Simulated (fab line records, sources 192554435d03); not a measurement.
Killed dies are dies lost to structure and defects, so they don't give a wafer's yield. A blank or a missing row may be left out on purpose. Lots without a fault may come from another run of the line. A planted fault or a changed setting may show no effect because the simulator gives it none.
fab line records | flow n5_finfet
record lots=7 wafers=39
route steps=1938 shown BEOL_M11@1536 BEOL_M13@1673 MIM_BOT@1833 MIM_BOT_ETCH@1868
start_h: hours from the record's first day to the start of the lot's first wafer shown | wait_h: hours since the lot's step before | " the same as in the row above | L1.1+2: a row that stands for several wafers | - no value, or no start given | * or withheld: withheld | < > ~ a bound
route shown NAME@n: a module of which the file shows steps, and the number in the route of the first | usual: mean/standard deviation of fault-free wafers | same: alike in all rows | chamber/n: place in a boat | sites: the reading at each site | _std_site: their standard deviation | _edge_site: outer sites' mean less inner sites' | radius_mm: how far each site lies from the wafer's centre | mask NAME#n: copy n | behind: the tool/chamber that last shaped the wafer | hold: why the lot was held/for how many hours/how that ended | device: the transistor (n, p or np) that didn't switch | end of line: the same wafers' tests at the end of the route | a step without rows: its recipe alone | killed: dies lost to structure and defects at the first sort, not the wafer's yield | map: a wafer's dies, x killed, . not, _ none there
set.NAME: the setting as run; set.NAME@STEP: as run at that earlier step | model.NAME: the simulator's own value behind a step, which no gauge read
lots whose settings were changed on purpose; a table a step, a row a wafer
## steps
# step N5_BEOL_M11_ILD_DEP_00
# recipe material=SiCOH_lowk target_thk_a=3085.1 temp_c=300 precursor=DEMS/porogen pressure_torr=5 rf_w=500 time_s=58
# columns lot.wafer tool chamber start_h wait_h set.target_thk_a model.SiCOH_lowk_of_BEOL_M11_ILD_DEP_00.thk_nm
L075.1 pecvd-03 2 266.19 0.0 3085.1 306
L075.2 " 0 " " 3085.1 307
L075.3 " 2 " " 3085.1 314.6
L075.4 " 0 " " 3085.1 314.4
L075.5 " 0 " " 3085.1 313.4
L075.6 " 2 " " 3085.1 310.6
L078.1 pecvd-01 2 285.56 0.0 1574 158.4
L078.2 " 1 " " 3085.1 304.4
L078.3 " 0 " " 1574 155.8
L078.4 " 1 " " 3085.1 309.6
L078.5 " 0 " " 1574 158
L078.6 " 2 " " 3085.1 313.6
L082.1 pecvd-03 0 299.80 0.0 3085.1 306
L082.2 " 2 " " 3085.1 302.8
L082.3 " 1 " " 3085.1 300
L082.4 " 2 " " 3085.1 307
L082.5 " 1 " " 3085.1 301.2
L082.6 " 0 " " 3085.1 310.6
L085.1 pecvd-01 0 333.00 0.0 3085.1 305
L085.2 " 2 " " 4911 492.6
L085.3 " 1 " " 3085.1 307.8
L085.4 " 0 " " 3085.1 310
L085.5 " 1 " " 4911 494.6
L085.6 " 2 " " 4911 498.8
L091.1 pecvd-03 0 362.17 0.0 3085.1 304.6
L091.2 " 1 " " 3085.1 306.6
L091.3 " 2 " " 3085.1 308
L091.4 " 2 " " 3085.1 311.2
L091.5 " 1 " " 3085.1 309.8
L091.6 " 0 " " 3085.1 311.8
L088.1 pecvd-01 1 365.57 0.0 3085.1 301.4
L088.2 " 2 " " 3085.1 306.4
L088.4 " 0 " " 3085.1 312
L097.1 pecvd-02 0 396.35 0.0 3085.1 302.2
L097.2 " 2 " " 3085.1 307.6
L097.3 " 1 " " 3085.1 304.4
L097.4 " 2 " " 3085.1 311.2
L097.5 " 1 " " 3085.1 309.4
L097.6 " 0 " " 3085.1 304.2
# step N5_BEOL_M11_CURE_71
# recipe temp_c=385 time_s=240 ambient=He/Ar material=SiCOH_lowk
# columns lot.wafer tool chamber start_h wait_h set.target_thk_a@BEOL_M11_ILD_DEP_00 model.SiCOH_lowk_of_BEOL_M11_ILD_DEP_00.thk_nm
L075.1 uv_cure-01 2 266.29 0.1 3085.1 265.8
L075.2 " 2 " " 3085.1 266.6
L075.3 " 2 " " 3085.1 273.4
L075.4 " 2 " " 3085.1 273.2
L075.5 " 2 " " 3085.1 272.4
L075.6 " 2 " " 3085.1 269.8
L078.1 uv_cure-02 2 285.64 0.0 1574 136.4
L078.2 " 2 " " 3085.1 264.4
L078.3 " 2 " " 1574 134.2
L078.4 " 2 " " 3085.1 268.8
L078.5 " 2 " " 1574 136.2
L078.6 " 2 " " 3085.1 272.4
L082.1 uv_cure-01 1 299.88 0.0 3085.1 265.8
L082.2 " 1 " " 3085.1 263
L082.3 " 1 " " 3085.1 260.6
L082.4 " 1 " " 3085.1 266.6
L082.5 " 1 " " 3085.1 261.6
L082.6 " 1 " " 3085.1 270
L085.1 uv_cure-01 0 333.08 0.0 3085.1 265
L085.2 " 0 " " 4911 432.4
L085.3 " 0 " " 3085.1 267.4
L085.4 " 0 " " 3085.1 269.2
L085.5 " 0 " " 4911 434
L085.6 " 0 " " 4911 437.8
L091.1 uv_cure-02 0 362.25 0.0 3085.1 264.6
L091.2 " 0 " " 3085.1 266.2
L091.3 " 0 " " 3085.1 267.6
L091.4 " 0 " " 3085.1 270.4
L091.5 " 0 " " 3085.1 269.2
L091.6 " 0 " " 3085.1 270.8
L088.1 uv_cure-02 1 365.65 0.0 3085.1 261.8
L088.2 " 1 " " 3085.1 266.2
L088.4 " 1 " " 3085.1 271
L097.1 uv_cure-03 2 396.43 0.0 3085.1 262.4
L097.2 " 2 " " 3085.1 267.2
L097.3+6 " 2 " " 3085.1 264.2
L097.4 " 2 " " 3085.1 270.4
L097.5 " 2 " " 3085.1 268.8
# step N5_BEOL_M11_THK_MEAS_01
# recipe reads=SiCOH_lowk_of_BEOL_M11_ILD_DEP_00
# usual M11_ILD_THK=268/3.4
# columns lot.wafer tool chamber start_h wait_h set.target_thk_a@BEOL_M11_ILD_DEP_00 M11_ILD_THK[nm]
L075.1 film_metro-02 - 266.82 0.4 3085.1 266
L075.2 " - " " 3085.1 267
L075.3 " - " " 3085.1 274
L075.4 " - " " 3085.1 273
L075.5 " - " " 3085.1 272
L075.6 " - " " 3085.1 270
L078.1 film_metro-02 - 286.15 0.4 1574 136
L078.2 " - " " 3085.1 264
L078.3 " - " " 1574 134
L078.4 " - " " 3085.1 269
L078.5 " - " " 1574 136
L078.6 " - " " 3085.1 272
L082.1 film_metro-01 - 300.87 0.8 3085.1 266
L082.2 " - " " 3085.1 263
L082.3 " - " " 3085.1 261
L082.4 " - " " 3085.1 266
L082.5 " - " " 3085.1 262
L082.6 " - " " 3085.1 270
L085.1 film_metro-01 - 333.59 0.4 3085.1 265
L085.2 " - " " 4911 432
L085.3 " - " " 3085.1 267
L085.4 " - " " 3085.1 269
L085.5 " - " " 4911 434
L085.6 " - " " 4911 438
L091.1 film_metro-01 - 362.76 0.4 3085.1 265
L091.2 " - " " 3085.1 266
L091.3 " - " " 3085.1 268
L091.4 " - " " 3085.1 270
L091.5 " - " " 3085.1 269
L091.6 " - " " 3085.1 271
L088.1 film_metro-02 - 366.17 0.4 3085.1 262
L088.2 " - " " 3085.1 266
L088.4 " - " " 3085.1 271
L097.1 film_metro-01 - 396.95 0.4 3085.1 262
L097.2 " - " " 3085.1 267
L097.3 " - " " 3085.1 264
L097.4 " - " " 3085.1 270
L097.5 " - " " 3085.1 268
L097.6 " - " " 3085.1 264
# step N5_BEOL_M13_ETCH_59
# recipe chemistry=N2/H2 target=BARC target_depth_a=890 overetch_a=267 time_s=67.9 ion_energy_ev=200 pressure_mtorr=30 source_w=840 bias_w=150 n2_flow_sccm=200 h2_flow_sccm=200
# columns lot.wafer tool chamber start_h wait_h set.time_s model.coat_of_BEOL_M13_COAT_04.thk_nm model.etch.depth_nm
L075.1 rie_diel-01 0 280.86 0.0 67.9 316.8 88.86
L075.2 " 2 " " 67.9 314.8 88.95
L075.3 " 1 " " 67.9 317 88.76
L075.4 " 3 " " 67.9 318.8 88.81
L075.5 " 1 " " 67.9 317.4 88.8
L075.6 " 2 " " 67.9 314.8 88.75
L078.1 rie_diel-05 2 301.33 0.0 67.9 318.6 89.23
L078.2 " 3 " " 67.9 318.2 89.19
L078.3 " 0 " " 42.75 343.6 70.7
L078.4 " 1 " " 42.75 341.8 73.59
L078.5 " 2 " " 42.75 343 74.07
L078.6 " 1 " " 67.9 319.8 89.38
L082.1 rie_diel-02 1 315.99 0.0 54.82 330.6 88.92
L082.2 " 0 " " 67.9 320 88.9
L082.3 " 3 " " 67.9 317.6 88.74
L082.4 " 3 " " 54.82 329.6 88.79
L082.5 " 1 " " 54.82 330.6 89.2
L082.6 " 0 " " 67.9 320 88.75
L085.1 rie_diel-05 0 348.77 0.0 67.9 319.6 89.59
L085.2 " 3 " " 41.75 343.8 70.95
L085.3 " 1 " " 41.75 344.8 70.89
L085.4 " 2 " " 67.9 319.2 89.54
L085.5 " 0 " " 41.75 344.2 69.28
L085.6 " 1 " " 67.9 320 89.51
L091.1 rie_diel-01 0 376.96 0.0 29.63 352.6 51.49
L091.2 " 1 " " 67.9 315.4 88.43
L091.3 " 2 " " 67.9 313.4 88.71
L091.4 " 0 " " 29.63 352.8 51.26
L091.5 " 1 " " 29.63 352.2 51.17
L091.6 " 2 " " 67.9 314 88.4
L088.1 rie_diel-02 2 379.81 0.0 67.9 318.6 88.11
L088.2 " 1 " " 67.9 317.2 88.15
L088.4 " 0 " " 67.9 318.6 88.17
L097.1 rie_diel-02 2 408.39 0.0 67.9 317.4 88.71
L097.2 " 0 " " 67.9 319.2 88.75
L097.3 " 1 " " 67.9 315.8 88.61
L097.4 " 3 " " 67.9 313.6 88.57
L097.5 " 0 " " 67.9 318.4 88.61
L097.6 " 1 " " 67.9 317.8 88.73
# step N5_BEOL_M13_VIA_ETCH_16
# recipe chemistry=C4F8/O2/Ar target=SiOC pressure_mtorr=30 source_w=3000 bias_w=700 Ar_flow_sccm=400 C4F8_flow_sccm=15 O2_flow_sccm=8 he_inner_torr=15 he_outer_torr=30 target_depth_a=9217 time_s=withheld ion_energy_ev=250 ends=cleared
# columns lot.wafer tool chamber start_h wait_h set.time_s@BEOL_M13_ETCH_59 model.coat_of_BEOL_M13_COAT_04.thk_nm
L075.1+3 rie_diel-01 0,1 280.91 0.0 * 71.4
L075.2 " 2 " " * 68.4
L075.4 " 3 " " * 70.2
L075.5 " 1 " " * 68
L075.6 " 2 " " * 64.2
L078.1 rie_diel-05 2 301.38 0.0 * 77.2
L078.2 " 3 " " * 79.4
L078.3 " 0 " " * 98.8
L078.4 " 1 " " * 94.8
L078.5 " 2 " " * 98.6
L078.6 " 1 " " * 71.4
L082.1 rie_diel-02 1 316.04 0.0 * 84.6
L082.2 " 0 " " * 75
L082.3 " 3 " " * 72.4
L082.4 " 3 " " * 80.6
L082.5 " 1 " " * 83.8
L082.6 " 0 " " * 71.8
L085.1 rie_diel-05 0 348.82 0.0 * 74.8
L085.2 " 3 " " * 99.8
L085.3 " 1 " " * 93.2
L085.4 " 2 " " * 73.8
L085.5 " 0 " " * 96
L085.6 " 1 " " * 70
L091.1 rie_diel-01 0 377.01 0.0 * 111.4
L091.2 " 1 " " * 73.6
L091.3 " 2 " " * 69.2
L091.4 " 0 " " * 105.8
L091.5 " 1 " " * 105.6
L091.6 " 2 " " * 67.6
L088.1+2 rie_diel-02 2,1 379.87 0.0 * 68.6
L088.4 " 0 " " * 64
L097.1 rie_diel-02 2 408.44 0.0 * 73.4
L097.2 " 0 " " * 73.8
L097.3 " 1 " " * 70.8
L097.4 " 3 " " * 68.2
L097.5 " 0 " " * 69.2
L097.6 " 1 " " * 68.4
# step N5_BEOL_M13_STRIP_63
# recipe chemistry=N2/H2 power_w=1000 temp_c=250 h2_frac=0.65 overash_fraction=0.3 pressure_mtorr=1000 n2_flow_sccm=1750 h2_flow_sccm=3250
# usual strip_time_to_endpoint_s=28.1/1
# columns lot.wafer tool chamber start_h wait_h set.time_s@BEOL_M13_ETCH_59 strip_time_to_endpoint_s
L075.1 plasma_asher-01 1 281.15 - 67.9 28.1
L075.2 " 0 " " 67.9 27.2
L075.3 " 1 " " 67.9 28.1
L075.4 " 0 " " 67.9 27.7
L075.5 " 1 " " 67.9 27.1
L075.6 " 0 " " 67.9 26.0
L078.1 plasma_asher-01 1 301.62 - 67.9 29.8
L078.2 " 0 " " 67.9 30.4
L078.3 " 0 " " 42.75 35.9
L078.4 " 1 " " 42.75 34.8
L078.5 " 0 " " 42.75 35.8
L078.6 " 1 " " 67.9 28.1
L082.1 plasma_asher-02 0 316.28 - 54.82 31.9
L082.2 " 1 " " 67.9 29.2
L082.3 " 0 " " 67.9 28.4
L082.4 " 1 " " 54.82 30.7
L082.5 " 1 " " 54.82 31.7
L082.6 " 0 " " 67.9 28.2
L085.1 plasma_asher-01 1 349.05 - 67.9 29.1
L085.2 " 0 " " 41.75 36.2
L085.3 " 1 " " 41.75 34.3
L085.4 " 0 " " 67.9 28.8
L085.5 " 0 " " 41.75 35.1
L085.6 " 1 " " 67.9 27.6
L091.1 plasma_asher-01 1 377.24 - 29.63 39.4
L091.2 " 0 " " 67.9 28.7
L091.3 " 0 " " 67.9 27.4
L091.4 " 1 " " 29.63 37.8
L091.5 " 1 " " 29.63 37.8
L091.6 " 0 " " 67.9 27.0
L088.1 plasma_asher-02 0 380.10 - 67.9 27.3
L088.2 " 1 " " 67.9 27.2
L088.4 " 0 " " 67.9 25.9
L097.1 plasma_asher-02 1 408.68 - 67.9 28.7
L097.2 " 0 " " 67.9 28.8
L097.3 " 0 " " 67.9 27.9
L097.4 " 1 " " 67.9 27.1
L097.5 " 1 " " 67.9 27.5
L097.6 " 0 " " 67.9 27.2
# step N5_BEOL_M13_STRIP_64
# recipe chemistry=N2/H2 power_w=1000 temp_c=250 h2_frac=0.65 overash_fraction=0.3 pressure_mtorr=withheld n2_flow_sccm=1750 h2_flow_sccm=3250
# step N5_BEOL_M13_STRIP_71
# recipe chemistry=post_etch_residue_remover time_s=60 temp_c=25 remover_ph=withheld remover_water_wt_pct=withheld remover_fluoride_wt_pct=withheld
# step N5_BEOL_M13_SRD_72
# recipe time_s=30 temp_c=23 rinse_liquid=diw dry=n2_spin spin_rpm=1500 dry_time_s=30
# step N5_BEOL_M13_CD_MEAS_17
# recipe target_cd_nm=190 polarity=opening
# usual cd_nm=189.7/2.1
# columns lot.wafer tool chamber start_h wait_h set.time_s@BEOL_M13_ETCH_59 cd_nm
L075.1 cd_sem-02 - 281.35 0.0 67.9 191.9
L075.2 " - " " 67.9 190.7
L075.3 " - " " 67.9 192.3
L075.4 " - " " 67.9 190.2
L075.5 " - " " 67.9 192.5
L075.6 " - " " 67.9 192.4
L078.1 cd_sem-01 - 301.82 0.0 67.9 192.5
L078.2 " - " " 67.9 191.5
L078.3 " - " " 42.75 187.7
L078.4 " - " " 42.75 186.3
L078.5 " - " " 42.75 189.5
L078.6 " - " " 67.9 191.9
L082.1 cd_sem-02 - 316.48 0.0 54.82 188.2
L082.2 " - " " 67.9 191.4
L082.3 " - " " 67.9 190.9
L082.4 " - " " 54.82 187.6
L082.5 " - " " 54.82 189.0
L082.6 " - " " 67.9 190.3
L085.1 cd_sem-03 - 349.27 0.0 67.9 190.9
L085.2 " - " " 41.75 185.8
L085.3 " - " " 41.75 186.2
L085.4 " - " " 67.9 191.5
L085.5 " - " " 41.75 184.9
L085.6 " - " " 67.9 191.9
L091.1 cd_sem-03 - 377.46 0.0 29.63 182.0
L091.2 " - " " 67.9 189.5
L091.3 " - " " 67.9 188.5
L091.4 " - " " 29.63 182.0
L091.5 " - " " 29.63 182.7
L091.6 " - " " 67.9 190.4
L088.1 cd_sem-02 - 380.31 0.0 67.9 189.9
L088.2 " - " " 67.9 190.5
L088.4 " - " " 67.9 188.6
L097.1 cd_sem-03 - 408.88 0.0 67.9 186.3
L097.2 " - " " 67.9 186.5
L097.3 " - " " 67.9 184.1
L097.4 " - " " 67.9 187.5
L097.5 " - " " 67.9 186.9
L097.6 " - " " 67.9 186.3
# step N5_MIM_BOT_SPUTTER_00
# recipe material=TiN target_thk_a=350 temp_c=200 power_w=3000 chamber_pressure_pa=0.49996 gas=Ar reactive_partial_pa=0.37997 time_s=89.7
# columns lot.wafer tool chamber start_h wait_h set.time_s model.TiN_of_MIM_BOT_SPUTTER_00.thk_nm
L075.1+2 pvd_sputter-01 - 302.54 0.0 89.7 35.2
L075.3+5+6 " - " " 89.7 35
L075.4 " - " " 89.7 35.4
L078.1 pvd_sputter-03 - 321.77 0.0 109.4 43
L078.2 " - " " 109.4 43.6
L078.3 " - " " 109.4 43.8
L078.4+5 " - " " 89.7 36.2
L078.6 " - " " 89.7 36
L082.1+5 pvd_sputter-01 - 336.68 0.0 89.7 35.2
L082.2+6 " - " " 89.7 35.4
L082.3 " - " " 89.7 35
L082.4 " - " " 89.7 35.8
L085.1+3 pvd_sputter-01 - 366.55 0.0 89.7 35.2
L085.2 " - " " 37.65 15.4
L085.4 " - " " 37.65 14.8
L085.5 " - " " 37.65 15
L085.6 " - " " 89.7 35.6
L091.1 pvd_sputter-03 - 394.26 0.0 89.7 36
L091.2+4 " - " " 89.7 34.8
L091.3 " - " " 89.7 35.6
L091.5 " - " " 89.7 35.4
L091.6 " - " " 89.7 34.6
L088.1 pvd_sputter-01 - 406.42 0.0 89.7 35.2
L088.2 " - " " 89.7 34.8
L088.4 " - " " 89.7 35
L097.1 pvd_sputter-01 - 428.23 0.0 89.7 35.2
L097.2 " - " " 89.7 34.8
L097.3 " - " " 89.7 34.6
L097.4+5 " - " " 141.1 54.8
L097.6 " - " " 141.1 55.2
# step N5_MIM_BOT_ETCH_ETCH_00
# recipe chemistry=Cl2/BCl3 target=TiN target_depth_a=455 ion_energy_ev=150 pressure_mtorr=10 icp_w=1000 bias_w=126 Cl2_flow_sccm=53.25 bcl3_flow_sccm=21.75 Ar_flow_sccm=25
# columns lot.wafer tool chamber start_h wait_h set.target_depth_a model.etch.depth_nm model.MIM_BOT_ETCH.cd_offset_nm
L075.1 rie_metal-03 0 305.18 0.1 455 46.7 -0.2
L075.2 " 1 " " 224.2 23.47 0.6
L075.3 " 1 " " 224.2 23.29 1.4
L075.4 " 0 " " 455 47.05 0.2
L075.5 " 0 " " 455 46.92 -0.4
L075.6 " 1 " " 224.2 23.26 0.8
L078.1 rie_metal-01 1 324.45 0.1 555.6 57.77 -0.2
L078.2 " 0 " " 455 46.82 0.6
L078.3 " 0 " " 455 46.67 0.4
L078.4 " 1 " " 555.6 57.75 -0.2
L078.5 " 1 " " 455 47.23 0.6
L078.6 " 0 " " 555.6 57.1 -0.4
L082.1 rie_metal-03 1 339.28 0.1 455 46.97 -0.4
L082.2 " 0 " " 455 46.85 0
L082.3 " 0 " " 188.3 19.27 1
L082.4 " 1 " " 188.3 19.61 0.6
L082.5 " 0 " " 188.3 19.29 1.2
L082.6 " 1 " " 455 46.85 -0.2
L085.1 rie_metal-01 0 369.04 0.1 455 46.6 -0.2
L085.2 " 1 " " 455 46.58 0
L085.3 " 1 " " 562.3 57.8 -0.6
L085.4 " 0 " " 562.3 57.73 -0.8
L085.5 " 1 " " 562.3 58.04 -0.6
L085.6 " 0 " " 455 46.56 0
L091.1 rie_metal-01 1 396.99 0.1 704.2 72.42 -0.6
L091.2 " 0 " " 455 46.83 0.2
L091.3 " 0 " " 704.2 71.45 -1
L091.4 " 1 " " 455 46.86 0.6
L091.5 " 0 " " 455 46.47 0.4
L091.6 " 1 " " 704.2 72.53 -0.8
L088.1 rie_metal-02 0 409.23 0.1 455 44.54 0.6
L088.2 " 1 " " 455 44.69 -0.2
L088.4 " 1 " " 455 44.45 0.2
L097.1 rie_metal-01 1 431.42 0.1 682.5 69.62 -0.8
L097.2 " 0 " " 455 46.08 0.2
L097.3 " 0 " " 455 46.21 0.2
L097.4 " 1 " " 455 46.53 0.4
L097.5 " 0 " " 682.5 69.03 -0.8
L097.6 " 1 " " 682.5 69.99 -1
## key
split step=N5_BEOL_M11_ILD_DEP_00 setting=target_thk_a stated=3085.1 by=wafer
response step=N5_BEOL_M11_ILD_DEP_00 reading=model.SiCOH_lowk_of_BEOL_M11_ILD_DEP_00.thk_nm change=+3.14 per=1% r=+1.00
response step=N5_BEOL_M11_CURE_71 reading=model.SiCOH_lowk_of_BEOL_M11_ILD_DEP_00.thk_nm change=+2.78 per=1% r=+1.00
response step=N5_BEOL_M11_THK_MEAS_01 reading=M11_ILD_THK change=+2.78 per=1% r=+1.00
split step=N5_BEOL_M13_ETCH_59 setting=time_s stated=67.9 by=wafer
response step=N5_BEOL_M13_ETCH_59 reading=model.coat_of_BEOL_M13_COAT_04.thk_nm change=-0.657 per=1% r=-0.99
response step=N5_BEOL_M13_ETCH_59 reading=model.etch.depth_nm change=+0.538 per=1% r=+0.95
response step=N5_BEOL_M13_VIA_ETCH_16 reading=model.coat_of_BEOL_M13_COAT_04.thk_nm change=-0.625 per=1% r=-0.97
response step=N5_BEOL_M13_STRIP_63 reading=strip_time_to_endpoint_s change=* per=1% r=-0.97
response step=N5_BEOL_M13_CD_MEAS_17 reading=cd_nm change=+0.13 per=1% r=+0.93
split step=N5_MIM_BOT_SPUTTER_00 setting=time_s stated=89.7 by=wafer
response step=N5_MIM_BOT_SPUTTER_00 reading=model.TiN_of_MIM_BOT_SPUTTER_00.thk_nm change=+0.349 per=1% r=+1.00
split step=N5_MIM_BOT_ETCH_ETCH_00 setting=target_depth_a stated=455 by=wafer
response step=N5_MIM_BOT_ETCH_ETCH_00 reading=model.etch.depth_nm change=+0.467 per=1% r=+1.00
response step=N5_MIM_BOT_ETCH_ETCH_00 reading=model.MIM_BOT_ETCH.cd_offset_nm change=-0.0219 per=1% r=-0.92
